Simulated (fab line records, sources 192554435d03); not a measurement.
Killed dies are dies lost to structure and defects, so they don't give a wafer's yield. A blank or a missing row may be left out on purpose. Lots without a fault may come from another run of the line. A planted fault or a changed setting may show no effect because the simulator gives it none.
A struck lot beside a sound one | flow n5_finfet | 39 steps out of a route of 1938
Sound: wafers L808.3, L808.5, L808.6. Struck: wafers L804.2, L804.3, L804.6. The cause comes at the end.
At each step with rows: each side's tool, then ch and its chambers, then its first start. Under that, the readings that differ: sound wafers | struck wafers | difference of the means | sigmas: that difference in standard deviations of wafers without a fault.
alike: readings whose means differ by less than 2 such deviations, and words and numbers that are the same on both sides. not compared: withheld readings, readings that some wafer has no value for, bounds like >300 that may hide the same value, and numbers for which the record gives no deviation and whose values overlap.
The two part at a step that has a row with sigmas, a row that says differs or no value, or rows on one side only. Numbers that don't overlap but have no deviation are shown without sigmas and don't part them. A reading that every wafer of one side lacks parts them only if that side has two wafers or more.

first, 11 steps without rows for these wafers: N5_BEOL_M0_CUTY_DESCUM_61 (chemistry O2, time 7.9 s); N5_BEOL_M0_CUTY_ETCH_62 (etches SiARC in CF4, time 58.5 s); N5_BEOL_M0_CUTY_ETCH_63 (etches SOC in N2/H2, target depth 82.7 nm, overetch 16.5 nm, time 124 s); N5_BEOL_M0_CUTY_STRIP_64 (strips in N2/H2); N5_BEOL_M0_ETCH_138 (etches SiCN in CH3F/O2, target depth 12 nm, time 31.6 s); N5_BEOL_M0_HM_OPEN_105 (chemistry Cl2/BCl3, target TiN, target depth 12 nm); N5_BEOL_M0_STRIP_140 (strips in CF4); N5_BEOL_M0_STRIP_104 (strips in N2/H2); N5_BEOL_M0_WET_ETCH_106 (etches SiO2 in DHF, target depth 130 nm, rinse time 30 s); N5_BEOL_M0_ETCH_128 (etches SiCN in CF4/N2, target depth 12 nm, overetch 5.1 nm, time 21.4 s); N5_BEOL_M0_TRENCH_ETCH_107 (etches SiOC in C4F6/O2, target depth 32.8 nm, time 16.4 s).
N5_BEOL_M0_STRIP_142: strips in N2/H2, time 10 s.
  sound on rie_diel-06 ch 0,1,3, day 9 19:03; struck on rie_diel-06 ch 0,1,3, day 8 22:06
  no value came back on the struck wafers for any of 7 readings (bias_power_w (W), chamber_pressure_mTorr (mTorr) and others); on the sound wafers bias_power_w (W) reads 6.994 6.986 6.968
  not compared: rf_hours_counter_h
then, 25 steps without rows for these wafers: N5_BEOL_M0_HM_STRIP_129 (strips TiN in peroxide tin strip, target depth 17 nm, time 108 s); N5_BEOL_M0_SRD_130 (time 30 s); N5_BEOL_M0_ETCH_109 (etches SiCN in CH3F/O2, target depth 8 nm, overetch 2.4 nm, time 27.4 s); N5_BEOL_M0_STRIP_139 (strips in post etch residue remover, time 60 s); N5_BEOL_M0_SRD_111 (time 30 s); N5_BEOL_M0_DEGAS_112 (time 60 s); N5_BEOL_M0_PRE_CLEAN_113 (time 30 s); N5_BEOL_M0_ALD_136 (deposits TaN, pulse time 2 s, purge time 3 s, co reactant purge time 2 s); N5_BEOL_M0_SURFACE_TREAT_137; N5_BEOL_M0_CVD_115 (deposits Co from CCTBA/H2, time 120 s); N5_BEOL_M0_SPUTTER_116 (material Cu, target thk 4 nm, time 7.37 s); N5_BEOL_M0_ANNEAL_117 (time 60 s); N5_BEOL_M0_SPUTTER_132 (material Cu, target thk 4 nm, time 7.37 s); N5_BEOL_M0_ANNEAL_133 (time 60 s); N5_BEOL_M0_SPUTTER_134 (material Cu, target thk 4 nm, time 7.37 s); N5_BEOL_M0_ANNEAL_135 (time 60 s); N5_BEOL_M0_SPUTTER_141 (material Cu, target thk 4 nm, time 7.37 s); N5_BEOL_M0_ECD_118 (material Cu, target thk 300 nm); N5_BEOL_M0_ANNEAL_119 (time 90 s); N5_BEOL_M0_CMP_120 (polishes, stops on SiOC, t overpolish 6.9 s); N5_BEOL_M0_PRE_CLEAN_131 (time 15 s); N5_BEOL_M0_CO_CAP_123 (material Co, precursor CCTBA/H2, target thk 2 nm, time 102.1 s); N5_BEOL_M0_PRE_CLEAN_124 (time 15 s); N5_BEOL_M0_DEP_125 (deposits SiCN from 3MS/NH3, target thk 8 nm, time 14 s); N5_BEOL_M1_ILD_DEP_00 (deposits SiOC from DEMS/O2, target thk 79 nm, time 15.3 s).
N5_BEOL_M4_RC_MEAS_101:
  sound on prober-02 ch 0, day 11 14:20; struck on prober-01 ch 0, day 10 20:17
  reading       | sound       | struck      | difference | sigmas
  ION_P (uA/um) | 451 460 458 | 462 476 485 | +18        | +2
  alike: DIBL_N, DIBL_P, IOFF_N, IOFF_P, ION_N, SS_N, SS_P, VT_N, VT_P
-- the record jumps here: 4 days lie between the struck wafers' starts before and after (it left off in module BEOL_M4 and takes up again in module PASSIVATION, whose first step shown is number 1936 of the route) --
N5_PASSIVATION_PROBE_49:
  sound on prober-02, day 16 06:32; struck on prober-01, day 15 03:17
  reading                  | sound          | struck         | difference | sigmas
  defect_limited_yield (%) | 93.2 90.4 91.5 | 85.4 84.2 86.8 | -6.2       | -4
  killed_at_M0_to_M3       | 23 40 16       | 115 111 89     | +79        | +8
  killed_dies              | 80 113 100     | 172 186 156    | +74        | +4
  killed_on_rim            | 13 14 11       | 26 23 19       | +10        | +2
  killed_open              | 50 69 75       | 129 127 112    | +58        | +4
  sort_bin_5_function (%)  | 4.2 5.2 5.3    | 8.2 9.7 7.1    | +3.4       | +3
  sort_bin_6_memory (%)    | 2.4 3.8 3.1    | 6.3 5.3 5.7    | +2.7       | +4
  sort_n_pass              | 1100 1067 1080 | 1008 994 1024  | -74        | -4
  sort_yield_pct (%)       | 93.2 90.4 91.5 | 85.4 84.2 86.8 | -6.2       | -4
  alike: killed_at_M4_up, killed_at_contacts, killed_at_front_end, killed_at_other, killed_short, sort_bin_8_speed

WHERE THEY PART
First at N5_BEOL_M0_STRIP_142; last, within this record, at N5_PASSIVATION_PROBE_49.

WHY: what the simulator had put in
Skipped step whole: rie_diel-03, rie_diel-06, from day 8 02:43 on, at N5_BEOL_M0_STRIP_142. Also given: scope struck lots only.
